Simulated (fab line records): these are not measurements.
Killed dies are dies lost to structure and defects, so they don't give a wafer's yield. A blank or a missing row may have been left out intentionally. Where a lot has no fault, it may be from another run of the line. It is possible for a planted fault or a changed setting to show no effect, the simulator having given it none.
Which tool did it? + flow n5 finfet + Sampling: 24 lots, 72 wafers, 2 of 1938 route steps

== WHAT THE GAUGES READ, wafer by wafer ==
N5_BEOL_M2_OCD_MEAS_38. Usual: 55.6 nm for trench depth nm, sd 1.3.
| lot  | measured     | on     | trench depth nm (nm) | flag |
|------|--------------|--------|----------------------|------|
| L074 | day 8 01:57  | ocd-02 | 55.0 57.6 55.5       |      |
| L076 | day 8 01:58  | ocd-01 | 55.7 56.7 55.5       |      |
| L078 | day 8 01:59  | ocd-02 | 54.2 54.1 53.5       |      |
| L075 | day 8 06:58  | ocd-02 | 56.0 53.8 54.1       |      |
| L077 | day 8 02:27  | ocd-02 | 54.0 54.0 54.8       |      |
| L079 | day 8 14:06  | ocd-02 | 55.8 53.8 57.7       |      |
| L080 | day 8 14:35  | ocd-02 | 56.5 54.9 57.2       |      |
| L081 | day 9 00:31  | ocd-02 | 55.5 54.2 54.9       |      |
| L082 | day 9 07:32  | ocd-01 | 58.0 56.9 57.2       |      |
| L083 | day 9 08:01  | ocd-01 | 54.6 57.4 56.0       |      |
| L084 | day 11 05:11 | ocd-02 | 53.1 57.0 56.3       |      |
| L086 | day 10 20:26 | ocd-01 | 55.5 54.1 55.1       |      |
| L085 | day 11 08:03 | ocd-02 | 55.3 56.3 56.1       |      |
| L087 | day 11 11:14 | ocd-02 | 55.4 54.4 57.4       |      |
| L088 | day 11 14:49 | ocd-01 | 55.2 53.8 57.0       |      |
| L089 | day 11 15:02 | ocd-01 | 55.3 55.2 53.9       |      |
| L090 | day 11 18:27 | ocd-01 | 57.7 54.5 57.5       |      |
| L091 | day 11 23:31 | ocd-01 | 57.3 56.1 57.4       |      |
| L092 | day 12 06:05 | ocd-02 | 57.7 56.3 54.5       |      |
| L093 | day 12 05:47 | ocd-02 | 55.3 55.2 57.5       |      |
| L094 | day 12 14:20 | ocd-01 | 57.1 53.3 56.4       |      |
| L095 | day 12 19:19 | ocd-01 | 55.8 56.4 54.1       |      |
| L096 | day 12 19:21 | ocd-01 | 54.7 57.5 54.2       |      |
| L097 | day 13 12:01 | ocd-02 | 57.4 53.9 56.2       |      |

== EACH LOT AND THE TOOL THAT RAN IT (in order: tool; ch and the chambers of the sampled wafers; start) ==
| lot  | N5_BEOL_M2_ETCH_64                 |
|------|------------------------------------|
| L074 | rie diel-06 ch 0,2,3, day 7 12:24  |
| L076 | rie diel-03 ch 1,2, day 7 13:01    |
| L078 | rie diel-06 ch 1,3, day 7 13:33    |
| L075 | rie diel-06 ch 0,2,3, day 7 15:49  |
| L077 | rie diel-03 ch 0,3, day 7 17:49    |
| L079 | rie diel-03 ch 0,1, day 7 18:39    |
| L080 | rie diel-03 ch 1,2, day 7 22:40    |
| L081 | rie diel-02 ch 0,1,3, day 8 19:30  |
| L082 | rie diel-02 ch 0,2, day 9 00:59    |
| L083 | rie diel-03 ch 0,2,3, day 9 04:39  |
| L084 | rie diel-02 ch 2,3, day 9 20:48    |
| L086 | rie diel-06 ch 0,1,2, day 9 22:14  |
| L085 | rie diel-03 ch 0,2,3, day 10 05:08 |
| L087 | rie diel-03 ch 0,1,3, day 10 08:57 |
| L088 | rie diel-03 ch 0,1,2, day 11 02:10 |
| L089 | rie diel-02 ch 0,1,3, day 11 09:50 |
| L090 | rie diel-06 ch 0,3, day 11 12:17   |
| L091 | rie diel-03 ch 0,1,2, day 11 15:36 |
| L092 | rie diel-03 ch 1,2, day 11 18:44   |
| L093 | rie diel-02 ch 0,1,2, day 11 22:08 |
| L094 | rie diel-06 ch 0,2,3, day 12 00:07 |
| L095 | rie diel-02 ch 0,1,2, day 12 11:45 |
| L096 | rie diel-06 ch 0,2, day 12 14:29   |
| L097 | rie diel-06 ch 0,1, day 12 15:44   |
- N5_BEOL_M2_ETCH_64: etches SOC in N2/H2, target depth 75 nm, overetch 22.5 nm, time 121.9 s.

== WHAT THE TOOLS THEMSELVES READ (means of the sampled wafers that have a number; where no wafer has one, the mark that the record gives instead) ==
N5_BEOL_M2_ETCH_64. Usual: drypump motor current A 5.8 A, standard deviation 0.52; oes product au 0.56 a.u., standard deviation 0.059; rf fwd power W 837.0 W, standard deviation 2.5; rf vpp V 524.0 V, standard deviation 2.8; showerhead plenum p Torr 2.55 Torr, standard deviation 0.095; throttle valve pct 17.9 %, standard deviation 0.33.
| lot  | tool        | drypump motor current A (A) | oes product au (a.u.) | rf fwd power W (W) | rf vpp V (V) | showerhead plenum p Torr (Torr) | throttle valve pct (%) | flag |
|------|-------------|-----------------------------|-----------------------|--------------------|--------------|---------------------------------|------------------------|------|
| L074 | rie diel-06 | 6.3                         | 0.55                  | 839.6              | 526.5        | 2.63                            | 17.9                   |      |
| L076 | rie diel-03 | 5.9                         | 0.58                  | 837.3              | 524.8        | 2.58                            | 18.2                   |      |
| L078 | rie diel-06 | 6.3                         | 0.54                  | 839.2              | 526.7        | 2.62                            | 17.8                   |      |
| L075 | rie diel-06 | 6.3                         | 0.55                  | 835.4              | 526.4        | 2.63                            | 17.9                   |      |
| L077 | rie diel-03 | 5.3                         | 0.51                  | 836.5              | 522.5        | 2.47                            | 17.8                   |      |
| L079 | rie diel-03 | 5.2                         | 0.54                  | 836.9              | 525.1        | 2.55                            | 18.0                   |      |
| L080 | rie diel-03 | 5.7                         | 0.57                  | 835.6              | 522.3        | 2.50                            | 18.0                   |      |
| L081 | rie diel-02 | 6.0                         | 0.60                  | 835.0              | 524.1        | 2.56                            | 17.7                   |      |
| L082 | rie diel-02 | 5.5                         | 0.59                  | 839.4              | 524.8        | 2.56                            | 17.6                   |      |
| L083 | rie diel-03 | 5.5                         | 0.60                  | 838.2              | 521.3        | 2.44                            | 17.6                   |      |
| L084 | rie diel-02 | 5.6                         | 0.52                  | 839.1              | 522.0        | 2.46                            | 17.7                   |      |
| L086 | rie diel-06 | 5.8                         | 0.54                  | 840.0              | 526.0        | 2.62                            | 17.9                   |      |
| L085 | rie diel-03 | 5.5                         | 0.58                  | 836.7              | 521.3        | 2.44                            | 17.6                   |      |
| L087 | rie diel-03 | 5.6                         | 0.59                  | 835.0              | 523.4        | 2.51                            | 17.8                   |      |
| L088 | rie diel-03 | 5.5                         | 0.60                  | 839.7              | 522.6        | 2.52                            | 17.9                   |      |
| L089 | rie diel-02 | 6.0                         | 0.58                  | 836.2              | 523.3        | 2.55                            | 17.7                   |      |
| L090 | rie diel-06 | 6.5                         | 0.53                  | 838.3              | 525.7        | 2.61                            | 17.9                   |      |
| L091 | rie diel-03 | 5.5                         | 0.60                  | 834.3              | 522.2        | 2.51                            | 17.9                   |      |
| L092 | rie diel-03 | 5.7                         | 0.55                  | 838.5              | 522.1        | 2.49                            | 18.0                   |      |
| L093 | rie diel-02 | 5.6                         | 0.63                  | 837.9              | 524.4        | 2.57                            | 17.6                   |      |
| L094 | rie diel-06 | 6.3                         | 0.53                  | 837.3              | 526.2        | 2.62                            | 18.0                   |      |
| L095 | rie diel-02 | 5.6                         | 0.63                  | 835.5              | 524.4        | 2.56                            | 17.7                   |      |
| L096 | rie diel-06 | 6.1                         | 0.52                  | 833.6              | 526.3        | 2.62                            | 18.1                   |      |
| L097 | rie diel-06 | 5.7                         | 0.53                  | 838.4              | 525.3        | 2.62                            | 18.0                   |      |

== THE ANSWER, worked out from the rows above alone ==
Rule: lot off if the mean of its wafers having a number is beyond 3 standard deviations from the usual mean. A lot without any number at a reading at which 4 lots or more have one is off too. Where the step has rows for the other lots, those lots are counted as sound. The gauges are gone through in route order, then the tools' own readings, and for those a lot's mean is taken as printed above. At the first step where some lot is off, the reading lying furthest off is the one used; lots without a number count as furthest.
Across all readings shown, no lot is off: no conclusion can be drawn from this.

== WHAT WAS PUT IN BY THE SIMULATOR ==
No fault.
